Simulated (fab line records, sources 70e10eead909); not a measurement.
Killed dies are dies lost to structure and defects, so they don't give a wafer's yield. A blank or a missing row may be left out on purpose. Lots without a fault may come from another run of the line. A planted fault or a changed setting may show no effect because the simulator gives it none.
fab line records | flow nand_harc
record lots=6 wafers=18 last_day=34
route steps=1302 shown A_M1@1176 END@1302
lots that met no fault: from a run of the same line without faults
start_h: hours from the record's first day to the start of the lot's first wafer shown | wait_h: hours since the lot's step before | " the same as in the row above | L1.1+2: a row that stands for several wafers | - no value, or no start given | * or withheld: withheld | < > ~ a bound
route shown NAME@n: a module of which the file shows steps, and the number in the route of the first | usual: mean/standard deviation of fault-free wafers | same: alike in all rows | chamber/n: place in a boat | sites: the reading at each site | _std_site: their standard deviation | _edge_site: outer sites' mean less inner sites' | radius_mm: how far each site lies from the wafer's centre | mask NAME#n: copy n | behind: the tool/chamber that last shaped the wafer | hold: why the lot was held/for how many hours/how that ended | device: the transistor (n, p or np) that didn't switch | end of line: the same wafers' tests at the end of the route | a step without rows: its recipe alone | killed: dies lost to structure and defects at the first sort, not the wafer's yield | map: a wafer's dies, x killed, . not, _ none there
set.NAME: the setting as run; set.NAME@STEP: as run at that earlier step | model.NAME: the simulator's own value behind a step, which no gauge read
lots at some steps of the route; a table a step, a row a wafer
services: from which hour (start_h, from the record's first day; less than 0 if before it) a tool's chamber was out of use, for how many hours, and why
## steps
# step NHARC_A_M1_EXPOSE_06
# recipe na=1.35 target_cd_nm=120 dose_mj=75.13 mask_id=A_M1
# step NHARC_A_M1_PEB_07
# recipe peb_temp_c=100 peb_time_s=65
# step NHARC_A_M1_DEVELOP_08
# recipe develop_time_s=35 dev_temp_c=23
# step NHARC_A_M1_CD_MEAS_09
# recipe target_cd_nm=120 landing_energy_ev=500
# usual cd_nm=120.1/0.74
# columns lot.wafer tool chamber start_h wait_h cd_nm
L168.2 cd_sem-03 0 592.65 - 119.5
L168.3 " 0 " " 119.9
L168.5 " 0 " " 120.1
L170.2 cd_sem-02 0 625.50 - 120.6
L170.4 " 0 " " 120.1
L170.6 " 0 " " 120.7
L175.1 cd_sem-03 0 685.47 - 118.9
L175.2 " 0 " " 119.0
L175.3 " 0 " " 118.7
L176.2 cd_sem-03 0 693.39 - 119.2
L176.3 " 0 " " 119.1
L176.6 " 0 " " 119.0
L183.1 cd_sem-02 0 757.65 - 119.0
L183.2 " 0 " " 118.8
L183.5 " 0 " " 119.4
L182.1 cd_sem-03 0 776.68 - 118.4
L182.2 " 0 " " 119.8
L182.6 " 0 " " 119.1
# step NHARC_A_M1_OVL_MEAS_10
# recipe pitch_nm=240
# usual overlay_x_nm=-0.2/0.69 overlay_y_nm=-0.2/0.99
# columns lot.wafer tool chamber start_h wait_h overlay_x_nm overlay_y_nm
L168.2 overlay-01 - 592.74 - 0.7 0.2
L168.3 " - " " 0.9 0.1
L168.5 " - " " 0.6 0.0
L170.2 overlay-02 - 625.59 - -1.9 1.0
L170.4 " - " " -1.4 1.1
L170.6 " - " " -1.4 0.8
L175.1 overlay-02 - 685.55 - -0.3 -0.3
L175.2 " - " " 0.1 -0.8
L175.3 " - " " -0.6 -0.2
L176.2 overlay-02 - 693.47 - 0.2 1.0
L176.3 " - " " -0.4 0.5
L176.6 " - " " -0.2 0.6
L183.1 overlay-02 - 759.38 - -0.5 -1.1
L183.2 " - " " 0.0 -1.0
L183.5 " - " " 0.8 -1.3
L182.1 overlay-02 - 776.77 - -0.4 0.5
L182.2 " - " " -0.1 0.7
L182.6 " - " " -0.5 1.2
# step NHARC_A_M1_INSPECT_11
# usual raw_defect_count=86/38
# columns lot.wafer tool chamber start_h wait_h raw_defect_count
L168.2 defect_inspect-01 - 592.77 0.0 116
L168.3 " - " " 132
L168.5 " - " " 123
L170.2 defect_inspect-01 - 625.63 0.0 26
L170.4 " - " " 22
L170.6 " - " " 25
L175.1 defect_inspect-01 - 685.59 0.0 88
L175.2 " - " " 109
L175.3 " - " " 109
L176.2 defect_inspect-01 - 693.51 0.0 117
L176.3 " - " " 115
L176.6 " - " " 98
L183.1 defect_inspect-01 - 759.44 0.1 109
L183.2 " - " " 97
L183.5 " - " " 104
L182.1 defect_inspect-01 - 776.81 0.0 21
L182.2 " - " " 26
L182.6 " - " " 25
# step NHARC_A_M1_DESCUM_14
# recipe time_s=3 o2_flow_sccm=200 ar_flow_sccm=0 bias_power_w=0 chemistry=O2
# step NHARC_A_M1_ETCH_35
# recipe target_depth_a=400 overetch_a=120 time_s=43.94 ion_energy_ev=200 n2_flow_sccm=150 h2_flow_sccm=150 ar_flow_sccm=0 rf_w=400 bias_w=150 chemistry=N2/H2
# usual drypump_motor_current_A=5.5/0.45 oes_product_au=0.999/0.012 rf_fwd_power_W=396.0/1.5 rf_vpp_V=430.9/2.1 showerhead_plenum_p_Torr=2.05/0.068 throttle_valve_pct=14.171/0.0091
# columns lot.wafer tool chamber start_h wait_h drypump_motor_current_A oes_product_au rf_fwd_power_W rf_hours_counter_h rf_vpp_V showerhead_plenum_p_Torr throttle_valve_pct
L168.2 rie_diel-12 1 592.92 0.1 5.4 1.011 397.8 7.5 432.9 2.13 14.164
L168.3 " 2 " " 5.9 0.995 396.7 7.8 429.7 2.05 14.183
L168.5 " 1 " " 5.4 1.010 397.7 - 432.2 2.13 14.184
L170.4 rie_diel-02 0 625.78 0.1 4.9 1.005 396.3 2.9 431.8 2.10 14.163
L170.2 " 2 " " 5.9 0.985 395.9 2.4 429.8 2.04 14.164
L170.6 " 3 " " 4.9 0.988 391.4 - 432.5 2.11 14.183
L175.2 rie_diel-10 2 685.74 0.1 5.0 0.982 397.0 2.8 431.8 2.06 14.164
L175.3 " 3 " " 5.2 0.981 399.1 3.1 431.1 2.10 14.183
L175.1 " 0 " " 6.3 0.999 395.5 2.0 429.2 1.96 14.179
L176.2 rie_diel-10 3 693.66 0.1 5.2 0.995 397.8 3.3 431.7 2.10 14.157
L176.3 " 2 " " 5.1 1.000 395.8 3.0 431.9 2.06 14.160
L176.6 " 0 " " 6.2 1.020 396.2 - 429.3 1.96 14.167
L183.2 rie_diel-10 0 759.59 0.1 6.2 1.004 397.2 4.4 428.3 1.96 14.177
L183.1 " 1 " " 5.8 0.994 395.2 5.1 433.2 2.12 14.177
L183.5 " 2 " " 5.0 0.986 395.1 - 431.5 2.06 14.165
L182.1 rie_diel-02 3 776.96 0.1 4.9 0.992 393.5 1.9 432.1 2.11 14.172
L182.2 " 1 " " 5.3 1.005 393.8 1.9 428.5 1.97 14.176
L182.6 " 3 " " 4.9 0.990 394.0 - 432.0 2.11 14.180
# step NHARC_A_M1_ETCH_15
# recipe target_depth_a=1825 time_s=91.2 c4f8_flow_sccm=withheld ar_flow_sccm=400 rf_w=600 bias_w=300 chemistry=C4F8/Ar
# usual oes_product_au=0.952/0.023 rf_fwd_power_W=596.6/2 rf_vpp_V=441.1/2.3
# columns lot.wafer tool chamber start_h wait_h oes_product_au rf_fwd_power_W rf_hours_counter_h rf_vpp_V
L168.3 rie_diel-12 0 - - 0.980 598.8 7.6 437.2
L168.2 " 1 " " 0.972 597.2 7.5 444.7
L168.5 " 1 " " 0.975 593.7 - 443.4
L170.4 rie_diel-02 0 - - 0.959 596.9 2.9 442.1
L170.2 " 2 " " 0.964 595.9 2.5 441.1
L170.6 " 1 " " 0.975 597.1 - 437.7
L175.1 rie_diel-10 1 - - 0.958 597.0 3.0 442.9
L175.2 " 2 " " 0.938 592.1 2.8 441.9
L175.3 " 0 " " 0.948 593.6 2.0 439.0
L176.3 rie_diel-10 3 - - 0.951 595.6 3.3 443.2
L176.2 " 1 " " 0.956 596.4 3.1 444.2
L176.6 " 0 " " 0.978 596.0 - 439.3
L183.1 rie_diel-10 2 - - 0.952 594.1 4.9 441.8
L183.2 " 0 " " 0.965 598.8 4.4 437.7
L183.5 " 1 " " 0.956 597.0 - 443.3
L182.1 rie_diel-02 0 - - 0.971 593.5 2.5 442.8
L182.2 " 2 " " 0.974 600.2 1.3 440.1
L182.6 " 0 " " 0.970 596.1 - 443.0
# step NHARC_A_M1_CD_MEAS_16
# usual cd_nm=119.9/0.92
# columns lot.wafer tool chamber start_h wait_h cd_nm
L168.2 cd_sem-02 - 593.14 - 118.8
L168.3 " - " " 120.5
L168.5 " - " " 119.6
L170.2 cd_sem-03 - 626.00 - 121.2
L170.4 " - " " 120.1
L170.6 " - " " 120.7
L175.1 cd_sem-03 - 685.96 - 119.0
L175.2 " - " " 119.9
L175.3 " - " " 117.8
L176.2 cd_sem-03 - 693.88 - 118.5
L176.3 " - " " 120.8
L176.6 " - " " 119.4
L183.1 cd_sem-02 - 759.85 - 117.6
L183.2 " - " " 119.0
L183.5 " - " " 119.9
L182.1 cd_sem-01 - 777.18 - 117.8
L182.2 " - " " 119.8
L182.6 " - " " 118.5
# step NHARC_A_M1_STRIP_18
# recipe power_w=1000 n2_flow_sccm=150 h2_flow_sccm=150 ar_flow_sccm=0 bias_w=0 chemistry=N2/H2
# usual chamber_pressure_mTorr=29.997/0.027 drypump_motor_current_A=5.6/0.43 oes_product_au=1.000/0.011 power_w=999.8/3 rf_fwd_power_W=998/3.2 rf_vpp_V=90.7/0.94 showerhead_plenum_p_Torr=2.04/0.073 throttle_valve_pct=14.171/0.0082
# same bias_w=0
# columns lot.wafer tool chamber start_h wait_h chamber_pressure_mTorr drypump_motor_current_A oes_product_au power_w rf_fwd_power_W rf_hours_counter_h rf_vpp_V showerhead_plenum_p_Torr throttle_valve_pct
L168.3 rie_diel-10 0 593.21 0.1 30.027 6.2 0.994 1000.9 996 4.6 89.8 1.96 14.179
L168.2 " 3 " " 30.021 5.2 1.000 1000.6 993 4.5 89.8 2.10 14.166
L168.5 " 1 " " 29.969 5.8 1.003 1003.2 998 - 89.9 2.13 14.164
L170.4 rie_diel-02 3 626.07 0.1 29.987 4.9 1.011 1003.1 993 2.4 90.8 2.11 14.167
L170.2 " 1 " " 30.008 5.3 1.002 995.4 998 3.0 90.1 1.97 14.168
L170.6 " 3 " " 30.009 4.9 0.998 1001.0 997 - 89.7 2.11 14.173
L175.3 rie_diel-12 0 686.03 0.1 29.966 6.2 1.002 999.8 995 2.2 91.2 1.92 14.179
L175.1 " 1 " " 29.968 5.4 1.007 999.0 1002 2.0 92.2 2.13 14.162
L175.2 " 2 " " 30.021 5.9 1.004 997.9 996 1.8 89.8 2.05 14.181
L176.2 rie_diel-10 0 693.95 0.1 29.945 6.2 1.004 1000.1 1002 2.2 90.5 1.96 14.162
L176.3 " 1 " " 29.983 5.8 0.999 1000.3 999 3.1 91.2 2.12 14.181
L176.6 " 0 " " 30.020 6.2 1.019 999.5 999 - 90.1 1.96 14.162
L183.2 rie_diel-12 2 759.95 0.1 29.980 5.9 0.992 991.4 995 5.8 90.3 2.05 14.175
L183.1 " 3 " " 29.960 5.6 1.009 999.6 1003 5.5 89.4 1.97 14.172
L183.5 " 2 " " 29.954 5.9 0.994 998.6 996 - 91.6 2.05 14.184
L182.2 rie_diel-12 0 777.25 0.1 29.957 6.2 0.995 1001.8 1006 6.2 91.5 1.92 14.183
L182.1 " 1 " " 30.010 5.4 0.987 1003.7 1002 7.0 93.1 2.13 14.175
L182.6 " 1 " " 30.029 5.4 0.986 1004.2 1000 - 91.8 2.13 14.159
# step NHARC_A_M1_ETCH_28
# recipe target_depth_a=300 over_etch_frac=0.3 time_s=72.99 ion_energy_ev=150 cf4_flow_sccm=50 n2_flow_sccm=100 ar_flow_sccm=150 rf_w=300 bias_w=100 chemistry=CF4/N2
# usual drypump_motor_current_A=5.6/0.44 oes_product_au=1.000/0.011 rf_fwd_power_W=297.9/0.98 rf_vpp_V=314.3/1.7 showerhead_plenum_p_Torr=2.63/0.086 throttle_valve_pct=19.795/0.0092
# columns lot.wafer tool chamber start_h wait_h drypump_motor_current_A oes_product_au rf_fwd_power_W rf_hours_counter_h rf_vpp_V showerhead_plenum_p_Torr throttle_valve_pct
L168.3 rie_diel-10 0 - - 6.3 0.994 297.9 4.6 311.8 2.53 19.791
L168.2 " 1 " " 5.8 0.999 298.8 4.8 315.8 2.73 19.809
L168.5 " 2 " " 5.0 0.993 297.9 - 314.6 2.65 19.797
L170.2 rie_diel-02 2 - - 5.9 1.002 298.4 2.5 314.1 2.63 19.793
L170.4 " 1 " " 5.3 0.996 298.8 3.1 312.8 2.55 19.799
L170.6 " 2 " " 5.9 0.988 299.8 - 313.9 2.63 19.809
L175.1 rie_diel-12 2 - - 5.9 1.000 297.1 1.8 314.2 2.64 19.789
L175.2 " 3 " " 5.6 1.015 298.3 2.1 311.9 2.54 19.792
L175.3 " 0 " " 6.3 1.004 297.8 2.2 311.4 2.48 19.807
L176.3 rie_diel-10 1 - - 5.8 0.997 297.0 3.2 316.3 2.73 19.785
L176.2 " 2 " " 5.0 0.989 296.0 3.0 314.2 2.65 19.784
L176.6 " 1 " " 5.8 1.000 298.1 - 315.7 2.73 19.789
L183.2 rie_diel-12 0 - - 6.1 1.013 299.0 4.9 311.3 2.48 19.783
L183.1 " 1 " " 5.4 1.000 299.2 5.9 314.7 2.73 19.779
L183.5 " 1 " " 5.4 0.995 297.8 - 315.7 2.73 19.800
L182.1 rie_diel-12 0 - - 6.1 1.008 299.0 6.2 312.7 2.48 19.785
L182.2 " 2 " " 5.9 1.014 296.9 7.0 314.4 2.63 19.785
L182.6 " 0 " " 6.2 1.011 297.7 - 310.8 2.48 19.808
# step NHARC_A_M1_STRIP_19
# recipe time_s=600 temp_c=30 chemistry=post_etch_residue_remover
# usual bath_heat_duty_pct=12.8/1.4 run_length_s=603.0/0.98
# columns lot.wafer tool chamber start_h wait_h bath_heat_duty_pct run_length_s
L168.5 wet_bench-10 0 593.61 - 11.8 604.0
L168.3 " 1 " " 13.2 602.9
L168.2 " 2 " " 11.9 602.6
L170.6 wet_bench-10 1 626.44 - 13.3 602.5
L170.2 " 2 " " 13.3 603.1
L170.4 " 4 " " 13.2 602.7
L175.3 wet_bench-08 2 686.41 - - -
L175.1 " 4 " " - -
L175.2 " 6 " " - -
L176.3 wet_bench-10 1 694.32 - - -
L176.2 " 4 " " - -
L176.6 " 6 " " - -
L183.2 wet_bench-08 6 760.30 - 12.7 602.1
L183.1 " 0 " " 13.0 603.1
L183.5 " 1 " " 13.3 602.2
L182.1 wet_bench-08 6 777.62 - 12.9 603.3
L182.6 " 7 " " 12.4 604.3
L182.2 " 3 " " 12.5 604.1
# step NHARC_A_M1_DEGAS_29
# recipe temp_c=250 time_s=60
# usual heater_power_w=333/42
# columns lot.wafer tool chamber start_h wait_h heater_power_w
L168.3 pvd_sputter-03 - 593.86 - 343
L168.2 " - " " 389
L168.5 " - " " 377
L170.2 pvd_sputter-01 - 626.71 - 290
L170.4 " - " " 320
L170.6 " - " " 288
L175.3 pvd_sputter-03 - 686.67 0.3 338
L175.1 " - " " 353
L175.2 " - " " 376
L176.3 pvd_sputter-03 - 694.59 0.3 383
L176.2 " - " " 372
L176.6 " - " " 380
L183.1 pvd_sputter-02 - 760.56 - 367
L183.2 " - " " 410
L183.5 " - " " 263
L182.1 pvd_sputter-02 - 777.90 - 259
L182.2 " - " " 371
L182.6 " - " " 260
# step NHARC_END_SORT_01
# recipe temp_c=25
# usual defect_limited_yield=91.8/2.8 killed_at_array=51/18 killed_at_other=1.0/1.2 killed_at_periphery=3.7/2.9 killed_dies=55/19 killed_open=3.5/1.9 killed_short=2.6/1.6 sort_bin_2_pct=2.9/1.3 sort_bin_3_pct=0.6/0.38 sort_bin_4_pct=4.6/1.5 sort_n_pass=622/19 sort_rim_yield_pct=94/3.2 sort_yield_pct=91.8/2.8
# same gross_dies=677 sort_bin_5_pct[%]=0 sort_bin_6_pct[%]=0 sort_bin_7_pct[%]=0 sort_bin_8_pct[%]=0 sort_rim_n_gross=106.00
# columns lot.wafer tool chamber start_h wait_h defect_limited_yield[%] killed_at_array killed_at_other killed_at_periphery killed_dies killed_open killed_short sort_bin_2_pct[%] sort_bin_3_pct[%] sort_bin_4_pct[%] sort_n_pass sort_rim_yield_pct[%] sort_yield_pct[%]
L168.2 prober-01 0 630.71 2.8 90.0 65 0 3 68 7 5 3.7 1.2 5.2 609 94 90.0
L168.3 prober-01 0 631.50 3.1 89.2 70 0 3 73 5 1 5.2 0.6 5.0 604 93 89.2
L168.5 prober-01 0 633.08 3.7 91.3 57 1 1 59 3 2 3.5 1.2 4.0 618 99 91.3
L170.2 prober-02 0 660.86 2.8 96.2 24 1 1 26 3 3 1.0 0.4 2.4 651 96 96.2
L170.4 prober-02 0 662.46 3.4 96.3 22 1 2 25 1 3 1.9 0.1 1.6 652 95 96.3
L170.6 prober-02 0 664.06 4.0 95.1 24 3 6 33 9 1 1.3 0.1 3.4 644 94 95.1
L175.1 prober-02 0 719.72 2.5 90.7 59 0 4 63 1 2 3.1 0.9 5.3 614 94 90.7
L175.2 prober-02 0 720.51 2.8 88.3 70 0 9 79 3 0 4.3 1.0 6.4 598 99 88.3
L175.3 prober-02 0 721.29 3.1 90.5 55 0 9 64 1 1 4.4 0.4 4.6 613 91 90.5
L176.2 prober-01 0 731.41 2.8 89.7 65 0 5 70 4 2 3.5 0.6 6.2 607 93 89.7
L176.3 prober-01 0 732.21 3.1 92.9 40 0 8 48 5 1 2.2 0.3 4.6 629 92 92.9
L176.6 prober-01 0 734.60 4.0 91.4 49 2 7 58 5 3 3.1 1.0 4.4 619 90 91.4
L183.1 prober-02 0 795.03 2.5 94.8 33 1 1 35 5 2 1.6 0.3 3.2 642 89 94.8
L183.2 prober-02 0 795.84 2.8 90.7 63 0 0 63 4 3 4.1 0.4 4.7 614 94 90.7
L183.5 prober-02 0 798.26 3.7 91.4 54 1 3 58 7 1 3.0 1.0 4.6 619 92 91.4
# killed by level:class
L168.2 A_CHANNEL_HOLE_D1:chamber_film_flake=25 A_CHANNEL_HOLE_D2:chamber_film_flake=21 A_ONON_D2:geometric_particle:short=3 A_WL_FILL:chamber_film_flake=3 A_CHANNEL_FILL_D1:geometric_particle:open=2 A_M0:geometric_particle:open=2 A_STAIRCASE:chamber_film_flake=2 A_ONON_D1:geometric_particle:open=1
L168.3 A_CHANNEL_HOLE_D1:chamber_film_flake=30 A_CHANNEL_HOLE_D2:chamber_film_flake=23 A_WL_FILL:chamber_film_flake=5 A_BLC:geometric_particle:open=2 A_CHANNEL_FILL_D1:chamber_film_flake=2 A_SLIT:chamber_film_flake=2 A_STAIRCASE:chamber_film_flake=2 A_CONTACT:chamber_film_flake=2
L168.5 A_CHANNEL_HOLE_D1:chamber_film_flake=34 A_CHANNEL_HOLE_D2:chamber_film_flake=16 A_ONON_D2:geometric_particle:open=1 A_WL_FILL:geometric_particle:open=1 A_BLC:geometric_particle:open=1 A_M0:geometric_particle:short=1 P_ZERO_WELL:chamber_film_flake=1 STARTING-WAFER:geometric_particle:short=1
L170.2 A_STAIRCASE:chamber_film_flake=4 A_CHANNEL_HOLE_D1:chamber_film_flake=3 A_CHANNEL_FILL_D2:geometric_particle:short=2 A_ZERO_WELL:chamber_film_flake=2 A_DECK1_JOINT:chamber_film_flake=2 A_CONTACT:chamber_film_flake=2 A_ONON_D1:geometric_particle:open=1 A_SGD_CUT:geometric_particle:open=1
L170.4 A_SLIT:chamber_film_flake=5 A_SGD_CUT:chamber_film_flake=4 A_CHANNEL_HOLE_D1:chamber_film_flake=3 A_CHANNEL_HOLE_D2:chamber_film_flake=2 A_CHANNEL_FILL_D2:chamber_film_flake=2 A_CONTACT:chamber_film_flake=2 P_GATE:geometric_particle:open=1 A_CHANNEL_HOLE_D1:geometric_particle:short=1
L170.6 A_CONTACT:chamber_film_flake=5 A_CHANNEL_HOLE_D1:chamber_film_flake=4 A_STAIRCASE:chamber_film_flake=4 A_DECK1_JOINT:geometric_particle:open=2 A_CHANNEL_FILL_D2:geometric_particle:open=2 A_SGD_CUT:chamber_film_flake=2 THIN_TSV:chamber_film_flake=2 P_GATE:geometric_particle:open=1
L175.1 A_CHANNEL_HOLE_D1:chamber_film_flake=35 A_CONTACT:chamber_film_flake=8 A_CHANNEL_HOLE_D2:chamber_film_flake=8 A_SLIT:chamber_film_flake=4 A_STAIRCASE:chamber_film_flake=2 P_M0:geometric_particle:short=1 A_DECK1_JOINT:geometric_particle:short=1 A_M1:geometric_particle:open=1
L175.2 A_CHANNEL_HOLE_D1:chamber_film_flake=34 A_CHANNEL_HOLE_D2:chamber_film_flake=22 P_ZERO_WELL:chamber_film_flake=4 A_SLIT:chamber_film_flake=4 A_CONTACT:chamber_film_flake=4 A_WL_FILL:chamber_film_flake=3 P_CONTACT:chamber_film_flake=2 A_DECK1_JOINT:chamber_film_flake=2
L175.3 A_CHANNEL_HOLE_D1:chamber_film_flake=35 P_CONTACT:chamber_film_flake=6 A_CHANNEL_HOLE_D2:chamber_film_flake=6 A_DECK1_JOINT:chamber_film_flake=3 A_SLIT:chamber_film_flake=3 P_BONDPAD:chamber_film_flake=2 A_CHANNEL_FILL_D2:chamber_film_flake=2 A_STAIRCASE:chamber_film_flake=2
L176.2 A_SLIT:chamber_film_flake=34 A_CHANNEL_HOLE_D2:chamber_film_flake=17 A_CHANNEL_HOLE_D1:chamber_film_flake=4 A_WL_FILL:chamber_film_flake=3 P_M0:geometric_particle:open=2 P_STI:chamber_film_flake=2 A_WL_FILL:geometric_particle:short=2 A_DECK1_JOINT:chamber_film_flake=2
L176.3 A_CHANNEL_HOLE_D2:chamber_film_flake=13 A_CHANNEL_HOLE_D1:chamber_film_flake=10 A_SLIT:chamber_film_flake=6 P_GATE:chamber_film_flake=4 P_STI:chamber_film_flake=2 A_DECK1_JOINT:chamber_film_flake=2 A_WL_FILL:chamber_film_flake=2 P_M0:geometric_particle:open=1
L176.6 A_CHANNEL_HOLE_D2:chamber_film_flake=21 A_SLIT:chamber_film_flake=10 A_CHANNEL_HOLE_D1:chamber_film_flake=8 A_ONON_D2:geometric_particle:open=2 P_STI:chamber_film_flake=2 P_GATE:chamber_film_flake=2 A_DECK1_JOINT:chamber_film_flake=2 THIN_TSV:chamber_film_flake=2
L183.1 A_SLIT:chamber_film_flake=12 A_CHANNEL_HOLE_D2:chamber_film_flake=6 A_CONTACT:chamber_film_flake=5 A_CONTACT:geometric_particle:open=2 A_STAIRCASE:chamber_film_flake=2 P_CONTACT:geometric_particle:short=1 A_ONON_D1:geometric_particle:short=1 A_CHANNEL_FILL_D1:geometric_particle:open=1
L183.2 A_CHANNEL_HOLE_D2:chamber_film_flake=24 A_SLIT:chamber_film_flake=22 A_CONTACT:chamber_film_flake=4 A_DECK1_JOINT:geometric_particle:short=2 A_STAIRCASE:chamber_film_flake=2 A_WL_FILL:chamber_film_flake=2 A_ONON_D1:geometric_particle:open=1 A_DECK1_JOINT:geometric_particle:open=1
L183.5 A_SLIT:chamber_film_flake=31 A_CHANNEL_HOLE_D2:chamber_film_flake=11 A_CONTACT:chamber_film_flake=5 P_GATE:geometric_particle:open=1 P_CONTACT:geometric_particle:short=1 P_M1:geometric_particle:open=1 A_CHANNEL_FILL_D1:geometric_particle:open=1 A_DECK1_JOINT:geometric_particle:open=1
## services
# columns tool chamber start_h hours kind
rie_diel-02 - 570.70 9.0 pm
pvd_sputter-02 - 571.92 2.0 repair
rie_diel-10 - 577.78 0.6 repair
rie_diel-10 - 596.50 9.0 pm
rie_diel-02 1 606.36 1.5 repair
rie_diel-12 - 622.48 9.0 pm
rie_diel-10 0 633.00 8.7 repair
pvd_sputter-02 - 638.01 10.0 pm
wet_bench-08 - 646.40 8.0 pm
wet_bench-10 - 663.20 8.0 pm
rie_diel-10 2 669.92 4.4 repair
rie_diel-10 0 674.34 7.3 repair
rie_diel-02 1 683.03 7.8 repair
rie_diel-02 2 690.99 4.4 repair
rie_diel-10 2 701.37 13.0 repair
pvd_sputter-03 - 704.00 10.0 pm
rie_diel-12 - 707.55 0.5 repair
rie_diel-10 - 720.23 1.1 repair
rie_diel-12 0 733.60 4.6 repair
rie_diel-12 - 738.31 0.8 repair
rie_diel-02 - 747.70 9.0 pm
rie_diel-12 2 767.21 4.3 repair
rie_diel-10 1 768.58 5.3 repair
rie_diel-10 - 773.59 9.0 pm
## key
first_sign step=NHARC_A_M1_STRIP_19 reading=tool_record direction=missing
effect none on later readings
met_at NHARC_A_M1_STRIP_19
struck_wafers L175.1,L175.2,L175.3,L176.2,L176.3,L176.6
onset_between 626.44 686.41
fault kind=skipped_step_whole tool=wet_bench-08,wet_bench-10 chamber=- onset_h=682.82 steps=NHARC_A_M1_STRIP_19 scope=struck_lots_only
